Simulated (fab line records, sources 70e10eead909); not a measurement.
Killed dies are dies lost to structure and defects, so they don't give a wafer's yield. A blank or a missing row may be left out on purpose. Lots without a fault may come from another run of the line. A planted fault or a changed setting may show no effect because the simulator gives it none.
Which tool did it? | flow nand_harc | 14 lots, 42 wafers sampled, at 5 steps of a route of 1159

WHAT THE GAUGES READ, wafer by wafer
NHARC_THIN_TSV_CD_MEAS_16. Usual: cd_nm 999.6 nm, standard deviation 2.
lot  | measured     | on        | cd_nm (nm)           | flag
L666 | day 18 22:44 | cd_sem-03 | 997.1 998.7 999.5    |
L668 | day 18 21:32 | cd_sem-03 | 998.3 997.5 1000.7   |
L669 | day 19 00:01 | cd_sem-03 | 999.1 1000.6 1000.0  |
L672 | day 19 18:44 | cd_sem-01 | 1000.9 997.9 1000.1  |
L681 | day 21 23:11 | cd_sem-02 | 1001.6 997.5 999.5   |
L683 | day 22 15:43 | cd_sem-02 | 999.3 1001.9 1002.9  |
L682 | day 22 16:55 | cd_sem-03 | 999.0 1001.8 1002.1  |
L684 | day 23 06:47 | cd_sem-03 | 1001.3 997.3 1002.4  |
L685 | day 23 05:34 | cd_sem-01 | 1000.5 998.0 999.3   |
L686 | day 23 13:41 | cd_sem-01 | 997.5 998.7 999.4    |
L688 | day 25 04:35 | cd_sem-02 | 999.4 999.7 1001.5   |
L689 | day 24 03:59 | cd_sem-02 | 1001.3 1002.5 1000.1 |

NHARC_END_SORT_01. Usual: killed_at_array 28, standard deviation 11; killed_at_other 0.7, standard deviation 1.1; killed_at_periphery 2.9, standard deviation 2; killed_dies 32, standard deviation 11; killed_open 3.2, standard deviation 1.8; killed_short 2.0, standard deviation 1.4.
lot  | measured     | on        | killed_at_array | killed_at_other | killed_at_periphery | killed_dies | killed_open | killed_short | flag
L671 | day 20 02:53 | prober-02 | 15 33 23        | 0 0 0           | 662 644 654         | 677 677 677 | 1 5 3       | 2 1 2        | OFF
L670 | day 20 09:52 | prober-01 | 20 22 20        | 0 0 0           | 657 655 657         | 677 677 677 | 7 4 2       | 0 6 1        | OFF

WHICH TOOL RAN EACH LOT (tool, then ch and the chambers of the sampled wafers, then the start)
lot  | NHARC_P_STI_HDPCVD_20         | NHARC_THIN_TSV_ANNEAL_52         | NHARC_THIN_TSV_CMP_21
L666 | hdpcvd-01 ch 0,1, day 2 21:58 | rtp_anneal-02 ch 0, day 19 01:51 | cmp-04 ch 0,2,3, day 19 02:05
L668 | hdpcvd-01 ch 1, day 3 07:55   | rtp_anneal-02 ch 0, day 19 00:34 | cmp-03 ch 0,1,2, day 19 00:52
L669 | hdpcvd-01 ch 0,1, day 3 15:40 | rtp_anneal-02 ch 0, day 19 03:02 | cmp-04 ch 0,2,3, day 19 03:25
L671 | hdpcvd-01 ch 1, day 4 01:02   | -                                | -
L670 | hdpcvd-01 ch 0,1, day 4 01:31 | -                                | -
L672 | hdpcvd-01 ch 0,1, day 4 09:02 | rtp_anneal-02 ch 0, day 20 00:04 | cmp-04 ch 0,3, day 20 00:23
L681 | hdpcvd-01 ch 0,1, day 6 18:30 | rtp_anneal-01 ch 0, day 22 02:31 | cmp-02 ch 0,1, day 22 02:47
L683 | hdpcvd-01 ch 0,1, day 6 23:33 | rtp_anneal-02 ch 0, day 22 19:23 | cmp-04 ch 1,2, day 22 19:37
L682 | hdpcvd-01 ch 0, day 6 23:52   | rtp_anneal-01 ch 0, day 22 19:58 | cmp-04 ch 2,3, day 22 20:19
L684 | hdpcvd-01 ch 0,1, day 7 12:23 | rtp_anneal-02 ch 0, day 23 10:10 | cmp-02 ch 0,2,3, day 23 10:30
L685 | hdpcvd-01 ch 0,1, day 7 12:43 | rtp_anneal-01 ch 0, day 23 08:50 | cmp-04 ch 0,1, day 23 09:11
L686 | hdpcvd-01 ch 0,1, day 7 21:44 | rtp_anneal-01 ch 0, day 23 17:24 | cmp-02 ch 0,2, day 23 17:47
L688 | hdpcvd-01 ch 0,1, day 8 09:08 | rtp_anneal-02 ch 0, day 25 07:41 | cmp-03 ch 1,3, day 25 08:00
L689 | hdpcvd-01 ch 0,1, day 8 17:00 | rtp_anneal-02 ch 0, day 24 07:00 | cmp-03 ch 0,1,2, day 24 07:22
- NHARC_P_STI_HDPCVD_20: deposits SiO2.
- NHARC_THIN_TSV_ANNEAL_52: time 90 s.
- NHARC_THIN_TSV_CMP_21: polishes, t overpolish 30 s, target thk 2000 nm.

WHAT THE TOOLS THEMSELVES READ (means of the sampled wafers that have a number; where no wafer has one, the mark that the record gives instead)
NHARC_THIN_TSV_ANNEAL_52. Usual: wafer_temp_C_max 225.7, standard deviation 0.31.
lot  | tool          | wafer_temp_C_max | flag
L666 | rtp_anneal-02 | 225.4            |
L668 | rtp_anneal-02 | 225.3            |
L669 | rtp_anneal-02 | 225.3            |
L672 | rtp_anneal-02 | 225.4            |
L681 | rtp_anneal-01 | 226.1            |
L683 | rtp_anneal-02 | 225.4            |
L682 | rtp_anneal-01 | 225.9            |
L684 | rtp_anneal-02 | 225.5            |
L685 | rtp_anneal-01 | 225.9            |
L686 | rtp_anneal-01 | 226.1            |
L688 | rtp_anneal-02 | 225.8            |
L689 | rtp_anneal-02 | 225.4            |

NHARC_THIN_TSV_CMP_21. Usual: motor_current_A 12.2 A, standard deviation 1.1; overpolish_run_s 30.001 s, standard deviation 0.0095; retaining_ring_pressure_frac 1.000, standard deviation 0.006.
lot  | tool   | motor_current_A (A) | overpolish_run_s (s) | retaining_ring_pressure_frac | flag
L666 | cmp-04 | 12.5                | 30.011               | 0.996                        |
L668 | cmp-03 | 12.3                | 30.002               | 1.002                        |
L669 | cmp-04 | 12.2                | 29.999               | 1.003                        |
L672 | cmp-04 | 12.9                | 30.003               | 0.999                        |
L681 | cmp-02 | 12.6                | 30.002               | 0.999                        |
L683 | cmp-04 | 11.1                | 30.007               | 0.993                        |
L682 | cmp-04 | 11.5                | 29.999               | 1.003                        |
L684 | cmp-02 | 12.5                | 30.010               | 0.998                        |
L685 | cmp-04 | 12.0                | 29.997               | 0.992                        |
L686 | cmp-02 | 12.5                | 29.996               | 0.993                        |
L688 | cmp-03 | 12.2                | 29.995               | 0.998                        |
L689 | cmp-03 | 12.3                | 29.996               | 1.005                        |

THE ANSWER, worked out from the rows above alone
Rule: a lot is off if the mean of its wafers that have a number lies more than 3 standard deviations from the usual mean. A lot without any number at a reading at which 4 lots or more have one is off too. The other lots that the step has rows for count as sound. The gauges are gone through in route order, then the tools' own readings, and for those a lot's mean is taken as printed above. The first step at which some lot is off is used, and at that step the reading that is off furthest; a lot without a number counts as furthest.
Off: L671, L670, at NHARC_END_SORT_01 (killed_at_periphery). Neither off nor sound, because the step has no rows for them: L666, L668, L669, L672, L681, L683, L682, L684, L685, L686, L688, L689.
A tool fits if, at a process step before that reading, it ran every lot that is off, and no sound lot after the first of them. The gauges at NHARC_END_SORT_01 are tried like those tools. One fits: hdpcvd-01 at NHARC_P_STI_HDPCVD_20. It ran no sound lot before its first lot that is off in this sample, so the start can't be narrowed down.

WHAT THE SIMULATOR HAD PUT IN
Skipped step whole: hdpcvd-01, from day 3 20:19 on, at NHARC_P_STI_HDPCVD_20. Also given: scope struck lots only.
Lots struck among those shown: L671, L670. The rule above found the same.
